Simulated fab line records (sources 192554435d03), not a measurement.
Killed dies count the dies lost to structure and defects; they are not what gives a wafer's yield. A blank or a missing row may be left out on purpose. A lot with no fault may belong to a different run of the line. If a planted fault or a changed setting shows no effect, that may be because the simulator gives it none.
fab line records -- flow n5-finfet -- part 1 of 2: steps 1 to 4 of 6
record lots=22, wafers=66, last-day=17
route steps=1938 shown MOL_CONTACT_COAG@573
lots that met no fault: from a run of the same line without faults
start-h: hours from the record's first day to the start of the lot's first wafer shown -- wait-h: hours since the lot's step before -- " unchanged from the row above -- L1.1+2: a single row standing in for several wafers -- - either no value or no given start -- * or withheld: withheld -- < > ~ a bound
route shown NAME@n: names a module that has steps shown in the file, with the first one's number in the route -- usual: mean/standard deviation of fault-free wafers -- same: alike in all rows -- chamber/n: place in a boat -- sites: per-site readings -- _std_site: standard deviation across them -- _edge_site: mean of outer sites minus mean of inner sites -- radius-mm: for every site, how far away it sits from the centre of the wafer -- mask NAME#n: copy n -- behind: the tool/chamber that last shaped the wafer -- hold: what put the lot on hold/how long, in hours/how the hold closed -- device: names the non-switching transistor (n, p or np) -- end of line: the same wafers' tests at the end of the route -- for a step that has no rows: nothing shown but its recipe -- killed: not the wafer's yield, but the dies lost to structure and defects at the first sort -- map: dies across one wafer; x = killed, . = not, _ = none there
set.NAME: setting as actually run; set.NAME@STEP: the setting as run at that earlier step -- model.NAME: the simulator's own value behind a step, which no gauge read
one table for each step of the route and one row for each wafer, over a sample of lots
services: from which hour (start-h, from the record's first day; less than 0 if before it) a tool's chamber was out of use, for how many hours, and why
## steps
# step N5_MOL_CONTACT_COAG_CD_MEAS_84
# recipe target-cd-nm=25.1, landing-energy-ev=500, detector=se-inlens, polarity=opening
# usual cd-nm=25.13/0.27
lot.wafer,tool,chamber,start-h,wait-h,cd-nm
L074.3,cd-sem-03,0,98.29,-,24.84
L074.4,cd-sem-03,0,98.29,-,25.55
L074.5,cd-sem-03,0,98.29,-,25.52
L075.1,cd-sem-02,0,109.58,-,25.27
L075.2,cd-sem-02,0,109.58,-,25.44
L075.3,cd-sem-02,0,109.58,-,24.80
L076.2,cd-sem-01,0,112.75,-,24.54
L076.3,cd-sem-01,0,112.75,-,25.30
L076.6,cd-sem-01,0,112.75,-,25.06
L077.1,cd-sem-02,0,118.82,-,24.53
L077.3,cd-sem-02,0,118.82,-,25.14
L077.6,cd-sem-02,0,118.82,-,25.33
L078.1,cd-sem-03,0,119.76,-,25.22
L078.5,cd-sem-03,0,119.76,-,24.90
L078.6,cd-sem-03,0,119.76,-,25.18
L079.3,cd-sem-01,0,129.44,-,25.32
L079.4,cd-sem-01,0,129.44,-,24.82
L079.5,cd-sem-01,0,129.44,-,25.10
L080.2,cd-sem-01,0,132.96,-,25.27
L080.4,cd-sem-01,0,132.96,-,25.31
L080.6,cd-sem-01,0,132.96,-,25.04
L081.2,cd-sem-02,0,138.02,-,25.19
L081.3,cd-sem-02,0,138.02,-,24.86
L081.4,cd-sem-02,0,138.02,-,24.68
L082.2,cd-sem-01,0,148.13,-,25.01
L082.3,cd-sem-01,0,148.13,-,24.93
L082.6,cd-sem-01,0,148.13,-,25.60
L083.1,cd-sem-01,0,152.48,-,24.66
L083.4,cd-sem-01,0,152.48,-,24.95
L083.5,cd-sem-01,0,152.48,-,24.91
L084.1,cd-sem-03,0,160.94,-,25.41
L084.3,cd-sem-03,0,160.94,-,24.94
L084.6,cd-sem-03,0,160.94,-,24.99
L086.1,cd-sem-01,0,175.13,-,25.10
L086.3,cd-sem-01,0,175.13,-,25.08
L086.4,cd-sem-01,0,175.13,-,25.34
L087.1,cd-sem-02,0,179.80,-,24.99
L087.2,cd-sem-02,0,179.80,-,25.16
L087.3,cd-sem-02,0,179.80,-,25.21
L088.1,cd-sem-02,0,182.18,-,25.49
L088.4,cd-sem-02,0,182.18,-,25.25
L088.5,cd-sem-02,0,182.18,-,25.70
L089.2,cd-sem-02,0,192.56,-,24.99
L089.5,cd-sem-02,0,192.56,-,25.07
L089.6,cd-sem-02,0,192.56,-,24.90
L090.2,cd-sem-02,0,192.74,-,25.16
L090.3,cd-sem-02,0,192.74,-,24.99
L090.5,cd-sem-02,0,192.74,-,25.14
L091.1,cd-sem-03,0,200.29,-,25.89
L091.3,cd-sem-03,0,200.29,-,25.15
L091.5,cd-sem-03,0,200.29,-,25.50
L093.3,cd-sem-03,0,211.44,-,24.95
L093.5,cd-sem-03,0,211.44,-,24.91
L093.6,cd-sem-03,0,211.44,-,25.66
L094.2,cd-sem-03,0,215.45,-,24.82
L094.4,cd-sem-03,0,215.45,-,24.58
L094.6,cd-sem-03,0,215.45,-,25.12
L095.1,cd-sem-01,0,225.46,-,24.90
L095.2,cd-sem-01,0,225.46,-,25.08
L095.4,cd-sem-01,0,225.46,-,24.72
L096.1,cd-sem-03,0,232.19,-,24.90
L096.5,cd-sem-03,0,232.19,-,25.13
L096.6,cd-sem-03,0,232.19,-,25.48
L097.2,cd-sem-03,0,234.87,-,24.99
L097.5,cd-sem-03,0,234.87,-,25.27
L097.6,cd-sem-03,0,234.87,-,25.27
# step N5_MOL_CONTACT_COAG_ALD_131
# recipe material=SiO2, target-thk-a=50, temp-c=100, ald-precursor-family=BDEAS, ald-co-reactant=O2-plasma, pulse-time-s=1, co-reactant-pulse-time-s=1, purge-time-s=2, co-reactant-purge-time-s=2, ald-cycles=35, pressure-torr=2
# usual heater-power-w=78/8.3, precursor-pulse-height-rel=1.000/0.019
lot.wafer,tool,chamber,start-h,wait-h,heater-power-w,precursor-pulse-height-rel
L074.3,ald-sin-03,1,100.77,1.6,69,0.992
L074.4,ald-sin-03,2,100.77,1.6,75,0.969
L074.5,ald-sin-03,2,100.77,1.6,76,0.991
L075.1,ald-sin-02,1,109.84,0.1,68,1.015
L075.2,ald-sin-02,3,109.84,0.1,102,1.020
L075.3,ald-sin-02,0,109.84,0.1,80,1.018
L076.2,ald-sin-03,0,113.01,0.1,78,1.000
L076.3,ald-sin-03,3,113.01,0.1,83,0.992
L076.6,ald-sin-03,3,113.01,0.1,81,1.031
L077.1,ald-sin-04,0,119.40,0.4,74,0.979
L077.3,ald-sin-04,2,119.40,0.4,79,1.001
L077.6,ald-sin-04,0,119.40,0.4,77,1.012
L078.1,ald-sin-02,0,120.02,0.1,80,0.994
L078.5,ald-sin-02,1,120.02,0.1,67,1.026
L078.6,ald-sin-02,0,120.02,0.1,80,1.021
L079.3,ald-sin-03,0,129.79,0.1,79,1.023
L079.4,ald-sin-03,2,129.79,0.1,76,1.039
L079.5,ald-sin-03,3,129.79,0.1,82,0.999
L080.2,ald-sin-04,2,133.22,0.1,80,0.976
L080.4,ald-sin-04,0,133.22,0.1,74,1.008
L080.6,ald-sin-04,2,133.22,0.1,81,0.994
L081.2,ald-sin-02,1,138.28,0.1,68,1.007
L081.3,ald-sin-02,0,138.28,0.1,80,0.991
L081.4,ald-sin-02,3,138.28,0.1,103,0.983
L082.2,ald-sin-03,0,148.44,0.1,76,1.007
L082.3,ald-sin-03,2,148.44,0.1,74,1.011
L082.6,ald-sin-03,2,148.44,0.1,75,0.997
L083.1,ald-sin-03,1,152.80,0.1,69,1.012
L083.4,ald-sin-03,3,152.80,0.1,84,0.997
L083.5,ald-sin-03,3,152.80,0.1,84,1.021
L084.1,ald-sin-02,1,161.47,0.3,69,0.989
L084.3,ald-sin-02,2,161.47,0.3,81,1.008
L084.6,ald-sin-02,2,161.47,0.3,82,0.981
L086.1,ald-sin-02,0,176.00,0.1,80,1.005
L086.3,ald-sin-02,1,176.00,0.1,68,1.007
L086.4,ald-sin-02,2,176.00,0.1,81,1.000
L087.1,ald-sin-04,1,180.98,0.2,76,1.036
L087.2,ald-sin-04,3,180.98,0.2,75,0.972
L087.3,ald-sin-04,2,180.98,0.2,80,1.019
L088.1,ald-sin-02,0,184.52,0.1,79,1.000
L088.4,ald-sin-02,0,184.52,0.1,81,0.977
L088.5,ald-sin-02,1,184.52,0.1,66,0.991
L089.2,ald-sin-03,2,192.81,0.1,75,0.989
L089.5,ald-sin-03,0,192.81,0.1,77,1.001
L089.6,ald-sin-03,3,192.81,0.1,88,1.013
L090.2,ald-sin-02,3,193.21,0.1,106,1.018
L090.3,ald-sin-02,2,193.21,0.1,81,0.998
L090.5,ald-sin-02,3,193.21,0.1,104,1.010
L091.1,ald-sin-03,2,200.58,0.1,74,0.970
L091.3,ald-sin-03,0,200.58,0.1,76,1.024
L091.5,ald-sin-03,1,200.58,0.1,66,0.955
L093.3,ald-sin-04,0,211.69,0.1,72,0.987
L093.5,ald-sin-04,3,211.69,0.1,74,1.017
L093.6,ald-sin-04,0,211.69,0.1,74,0.986
L094.2,ald-sin-04,2,215.98,0.1,81,0.974
L094.4,ald-sin-04,3,215.98,0.1,74,0.975
L094.6,ald-sin-04,3,215.98,0.1,74,1.002
L095.1,ald-sin-04,3,225.92,0.1,74,1.012
L095.2,ald-sin-04,2,225.92,0.1,81,0.991
L095.4,ald-sin-04,1,225.92,0.1,76,1.003
L096.1,ald-sin-02,0,233.07,0.1,83,1.013
L096.5,ald-sin-02,0,233.07,0.1,85,0.996
L096.6,ald-sin-02,1,233.07,0.1,67,0.955
L097.2,ald-sin-02,3,235.12,0.1,104,1.001
L097.5,ald-sin-02,0,235.12,0.1,82,0.997
L097.6,ald-sin-02,1,235.12,0.1,67,0.961
# step N5_MOL_CONTACT_COAG_ETCHBACK_132
# recipe chemistry=CHF3, target=SiO2, target-depth-a=100, time-s=6.7, ion-energy-ev=200, pressure-mtorr=30, source-w=610, bias-w=170, Ar_flow_sccm=200, CHF3_flow_sccm=50
# usual drypump-motor-current-A=5.54/0.29, oes-product-au=0.78/0.082, rf-vpp-V=523/17, showerhead-plenum-p-Torr=2.34/0.064, throttle-valve-pct=18.75/0.24
lot.wafer,tool,chamber,start-h,wait-h,drypump-motor-current-A,oes-product-au,rf-hours-counter-h,rf-vpp-V,showerhead-plenum-p-Torr,throttle-valve-pct
L074.3,rie-diel-03,3,100.99,0.1,5.93,0.76,137,513,2.37,18.51
L074.4,rie-diel-03,1,100.99,0.1,5.23,0.83,86,536,2.29,18.49
L074.5,rie-diel-03,0,100.99,0.1,5.09,0.70,-,532,2.46,18.63
L075.1,rie-diel-03,0,110.02,0.1,5.07,0.70,213,533,2.46,18.64
L075.2,rie-diel-03,2,110.02,0.1,5.71,0.93,21,546,2.43,18.49
L075.3,rie-diel-03,1,110.02,0.1,5.20,0.81,89,538,2.29,18.50
L076.2,rie-diel-02,3,113.21,0.1,5.72,0.69,248,535,2.35,19.01
L076.3,rie-diel-02,2,113.21,0.1,5.64,0.73,186,512,2.34,18.74
L076.6,rie-diel-02,3,113.21,0.1,5.75,0.69,-,535,2.35,19.02
L077.1,rie-diel-02,0,119.58,0.1,5.68,0.72,190,493,2.26,18.83
L077.3,rie-diel-02,2,119.58,0.1,5.66,0.72,189,513,2.34,18.76
L077.6,rie-diel-02,0,119.58,0.1,5.70,0.73,-,493,2.26,18.84
L078.1,rie-diel-06,1,120.20,0.1,5.40,0.93,16,522,2.43,18.60
L078.5,rie-diel-06,2,120.20,0.1,5.54,0.88,-,511,2.42,18.62
L078.6,rie-diel-06,1,120.20,0.1,5.42,0.94,-,522,2.43,18.59
L079.3,rie-diel-02,1,130.03,0.2,5.21,0.77,111,543,2.32,19.25
L079.4,rie-diel-02,0,130.03,0.2,5.68,0.72,-,490,2.25,18.83
L079.5,rie-diel-02,1,130.03,0.2,5.19,0.77,-,543,2.32,19.26
L080.2,rie-diel-02,2,133.40,0.1,5.72,0.72,195,512,2.33,18.77
L080.4,rie-diel-02,0,133.40,0.1,5.72,0.73,-,492,2.25,18.83
L080.6,rie-diel-02,1,133.40,0.1,5.20,0.78,-,544,2.32,19.27
L081.2,rie-diel-06,2,138.46,0.1,5.50,0.87,62,510,2.42,18.61
L081.3,rie-diel-06,1,138.46,0.1,5.41,0.93,21,520,2.43,18.59
L081.4,rie-diel-06,0,138.46,0.1,6.06,0.89,21,525,2.31,18.38
L082.2,rie-diel-06,0,148.62,0.1,6.06,0.88,26,525,2.31,18.39
L082.3,rie-diel-06,1,148.62,0.1,5.41,0.91,25,522,2.43,18.60
L082.6,rie-diel-06,0,148.62,0.1,6.03,0.87,-,524,2.31,18.38
L083.1,rie-diel-03,1,152.98,0.1,5.24,0.81,103,536,2.29,18.53
L083.4,rie-diel-03,0,152.98,0.1,5.10,0.70,228,532,2.45,18.67
L083.5,rie-diel-03,3,152.98,0.1,5.92,0.74,-,513,2.36,18.55
L084.1,rie-diel-02,3,161.65,0.1,5.76,0.97,6,535,2.35,18.62
L084.3,rie-diel-02,0,161.65,0.1,5.70,0.71,207,492,2.25,18.84
L084.6,rie-diel-02,3,161.65,0.1,5.75,0.97,-,535,2.35,18.64
L086.1,rie-diel-02,0,176.21,0.1,5.70,0.71,212,493,2.25,18.86
L086.3,rie-diel-02,1,176.21,0.1,5.19,0.76,131,542,2.32,19.28
L086.4,rie-diel-02,2,176.21,0.1,5.71,0.70,213,514,2.33,18.80
L087.1,rie-diel-02,0,181.65,0.6,5.68,0.71,215,494,2.25,18.86
L087.2,rie-diel-02,1,181.65,0.6,5.25,0.74,133,542,2.32,19.30
L087.3,rie-diel-02,3,181.65,0.6,5.72,0.95,12,536,2.34,18.64
L088.1,rie-diel-03,0,184.74,0.1,5.08,0.69,240,532,2.45,18.67
L088.4,rie-diel-03,1,184.74,0.1,5.23,0.79,114,536,2.28,18.53
L088.5,rie-diel-03,0,184.74,0.1,5.09,0.69,-,533,2.45,18.69
L089.2,rie-diel-02,0,193.05,0.2,5.69,0.69,219,492,2.25,18.86
L089.5,rie-diel-02,1,193.05,0.2,5.23,0.75,-,543,2.31,19.31
L089.6,rie-diel-02,0,193.05,0.2,5.70,0.70,-,492,2.25,18.87
L090.2,rie-diel-03,0,193.39,0.1,5.11,0.69,244,532,2.45,18.68
L090.3,rie-diel-03,3,193.39,0.1,5.91,0.72,171,512,2.35,18.59
L090.5,rie-diel-03,0,193.39,0.1,5.09,0.68,-,533,2.45,18.68
L091.1,rie-diel-03,2,200.76,0.1,5.71,0.87,54,545,2.42,18.55
L091.3,rie-diel-03,1,200.76,0.1,5.24,0.79,122,536,2.28,18.55
L091.5,rie-diel-03,0,200.76,0.1,5.12,0.69,-,532,2.45,18.68
L093.3,rie-diel-02,2,211.93,0.2,5.68,0.69,227,513,2.32,18.83
L093.5,rie-diel-02,2,211.93,0.2,5.67,0.71,-,513,2.32,18.82
L093.6,rie-diel-02,3,211.93,0.2,5.72,0.92,-,537,2.34,18.65
L094.2,rie-diel-06,0,216.16,0.1,6.04,0.84,47,523,2.30,18.41
L094.4,rie-diel-06,1,216.16,0.1,5.41,0.88,46,521,2.42,18.64
L094.6,rie-diel-06,2,216.16,0.1,5.55,0.84,-,511,2.41,18.66
L095.1,rie-diel-03,1,226.10,0.1,5.19,0.78,133,536,2.28,18.57
L095.2,rie-diel-03,3,226.10,0.1,5.90,0.71,185,512,2.35,18.62
L095.4,rie-diel-03,3,226.10,0.1,5.94,0.72,-,510,2.35,18.60
L096.1,rie-diel-02,0,233.25,0.1,5.69,0.69,233,492,2.24,18.87
L096.5,rie-diel-02,2,233.25,0.1,5.70,0.69,-,510,2.32,18.84
L096.6,rie-diel-02,1,233.25,0.1,5.20,0.74,-,543,2.31,19.32
L097.2,rie-diel-03,1,235.30,0.1,5.22,0.77,138,537,2.28,18.57
L097.5,rie-diel-03,3,235.30,0.1,5.92,0.71,-,512,2.35,18.63
L097.6,rie-diel-03,1,235.30,0.1,5.24,0.77,-,535,2.28,18.58
# step N5_MOL_CONTACT_COAG_ETCH_91
# recipe chemistry=N2/H2, target=SOC, target-depth-a=600, overetch-a=210, mask-material=SiARC, temp-c=40, time-s=101.2, ion-energy-ev=200, pressure-mtorr=30, source-w=840, bias-w=150, n2-flow-sccm=200, h2-flow-sccm=200
# usual drypump-motor-current-A=5.55/0.29, oes-product-au=0.65/0.066, rf-vpp-V=522.8/2.1, showerhead-plenum-p-Torr=2.51/0.066, throttle-valve-pct=17.9/0.32
lot.wafer,tool,chamber,start-h,wait-h,drypump-motor-current-A,oes-product-au,rf-hours-counter-h,rf-vpp-V,showerhead-plenum-p-Torr,throttle-valve-pct
L074.3,rie-diel-03,3,101.02,0.0,5.94,0.64,137,524.7,2.54,17.7
L074.4,rie-diel-03,1,101.02,0.0,5.21,0.70,86,521.2,2.43,17.4
L074.5,rie-diel-03,0,101.02,0.0,5.10,0.59,-,526.0,2.63,17.7
L075.1,rie-diel-03,0,110.06,0.0,5.07,0.59,213,527.3,2.63,17.7
L075.2,rie-diel-03,2,110.06,0.0,5.72,0.79,21,524.6,2.58,17.4
L075.3,rie-diel-03,1,110.06,0.0,5.20,0.69,89,521.9,2.43,17.4
L076.2,rie-diel-02,3,113.25,0.0,5.73,0.58,248,522.1,2.53,18.4
L076.3,rie-diel-02,2,113.25,0.0,5.66,0.60,186,522.0,2.52,18.1
L076.6,rie-diel-02,3,113.25,0.0,5.74,0.58,-,523.8,2.53,18.4
L077.1,rie-diel-02,0,119.62,0.0,5.67,0.63,190,520.9,2.46,18.3
L077.3,rie-diel-02,2,119.62,0.0,5.69,0.61,189,524.3,2.52,18.1
L077.6,rie-diel-02,0,119.62,0.0,5.68,0.62,-,521.2,2.46,18.3
L078.1,rie-diel-06,1,120.23,0.0,5.43,0.78,16,524.7,2.61,17.6
L078.5,rie-diel-06,2,120.23,0.0,5.55,0.73,-,525.4,2.60,18.0
L078.6,rie-diel-06,1,120.23,0.0,5.43,0.77,-,526.7,2.61,17.6
L079.3,rie-diel-02,1,130.06,0.0,5.26,0.65,111,521.8,2.46,18.2
L079.4,rie-diel-02,0,130.06,0.0,5.70,0.62,-,520.2,2.46,18.3
L079.5,rie-diel-02,1,130.06,0.0,5.26,0.65,-,523.9,2.46,18.2
L080.2,rie-diel-02,2,133.43,0.0,5.67,0.60,195,522.6,2.52,18.1
L080.4,rie-diel-02,0,133.43,0.0,5.71,0.62,-,520.7,2.46,18.3
L080.6,rie-diel-02,1,133.43,0.0,5.26,0.65,-,521.7,2.46,18.3
L081.2,rie-diel-06,2,138.49,0.0,5.52,0.73,62,525.5,2.60,18.0
L081.3,rie-diel-06,1,138.49,0.0,5.42,0.76,21,525.1,2.60,17.6
L081.4,rie-diel-06,0,138.49,0.0,5.99,0.76,21,523.7,2.48,17.5
L082.2,rie-diel-06,0,148.66,0.0,6.03,0.75,26,522.7,2.48,17.5
L082.3,rie-diel-06,1,148.66,0.0,5.43,0.76,25,525.3,2.60,17.6
L082.6,rie-diel-06,0,148.66,0.0,6.06,0.75,-,520.9,2.48,17.5
L083.1,rie-diel-03,1,153.02,0.0,5.24,0.69,103,521.1,2.43,17.5
L083.4,rie-diel-03,0,153.02,0.0,5.09,0.58,228,527.1,2.63,17.7
L083.5,rie-diel-03,3,153.02,0.0,5.97,0.63,-,523.8,2.53,17.7
L084.1,rie-diel-02,3,161.68,0.0,5.75,0.80,6,521.9,2.52,17.9
L084.3,rie-diel-02,0,161.68,0.0,5.70,0.62,207,520.1,2.45,18.4
L084.6,rie-diel-02,3,161.68,0.0,5.75,0.80,-,521.9,2.52,17.9
L086.1,rie-diel-02,0,176.24,0.0,5.68,0.61,212,520.8,2.45,18.4
L086.3,rie-diel-02,1,176.24,0.0,5.22,0.63,131,520.5,2.45,18.3
L086.4,rie-diel-02,2,176.24,0.0,5.70,0.59,213,523.4,2.51,18.1
L087.1,rie-diel-02,0,181.69,0.0,5.70,0.60,215,521.7,2.45,18.4
L087.2,rie-diel-02,1,181.69,0.0,5.21,0.63,133,520.2,2.45,18.3
L087.3,rie-diel-02,3,181.69,0.0,5.76,0.78,12,522.6,2.52,18.0
L088.1,rie-diel-03,0,184.78,0.0,5.07,0.58,240,526.7,2.62,17.8
L088.4,rie-diel-03,1,184.78,0.0,5.24,0.68,114,521.6,2.42,17.5
L088.5,rie-diel-03,0,184.78,0.0,5.09,0.57,-,526.5,2.62,17.8
L089.2,rie-diel-02,0,193.09,0.0,5.69,0.61,219,518.8,2.45,18.4
L089.5,rie-diel-02,1,193.09,0.0,5.24,0.63,-,520.5,2.45,18.3
L089.6,rie-diel-02,0,193.09,0.0,5.70,0.62,-,520.4,2.45,18.4
L090.2,rie-diel-03,0,193.43,0.0,5.10,0.57,244,526.8,2.62,17.8
L090.3,rie-diel-03,3,193.43,0.0,5.90,0.62,171,524.9,2.53,17.8
L090.5,rie-diel-03,0,193.43,0.0,5.11,0.57,-,525.6,2.62,17.8
L091.1,rie-diel-03,2,200.80,0.0,5.73,0.74,54,524.7,2.56,17.5
L091.3,rie-diel-03,1,200.80,0.0,5.23,0.67,122,520.9,2.42,17.5
L091.5,rie-diel-03,0,200.80,0.0,5.10,0.57,-,525.1,2.62,17.8
L093.3,rie-diel-02,2,211.96,0.0,5.69,0.59,227,523.5,2.50,18.1
L093.5,rie-diel-02,2,211.96,0.0,5.67,0.58,-,521.3,2.50,18.2
L093.6,rie-diel-02,3,211.96,0.0,5.76,0.76,-,523.0,2.52,18.0
L094.2,rie-diel-06,0,216.20,0.0,6.01,0.72,47,522.2,2.47,17.5
L094.4,rie-diel-06,1,216.20,0.0,5.44,0.73,46,525.4,2.59,17.7
L094.6,rie-diel-06,2,216.20,0.0,5.54,0.70,-,525.1,2.59,18.0
L095.1,rie-diel-03,1,226.13,0.0,5.22,0.66,133,521.5,2.41,17.5
L095.2,rie-diel-03,3,226.13,0.0,5.91,0.61,185,522.0,2.52,17.8
L095.4,rie-diel-03,3,226.13,0.0,5.89,0.60,-,523.3,2.52,17.8
L096.1,rie-diel-02,0,233.28,0.0,5.71,0.59,233,519.2,2.44,18.4
L096.5,rie-diel-02,2,233.28,0.0,5.70,0.58,-,523.0,2.50,18.2
L096.6,rie-diel-02,1,233.28,0.0,5.22,0.62,-,519.9,2.45,18.3
L097.2,rie-diel-03,1,235.35,0.0,5.25,0.66,138,520.7,2.41,17.5
L097.5,rie-diel-03,3,235.35,0.0,5.90,0.60,-,524.8,2.52,17.8
L097.6,rie-diel-03,1,235.35,0.0,5.23,0.66,-,520.7,2.41,17.5
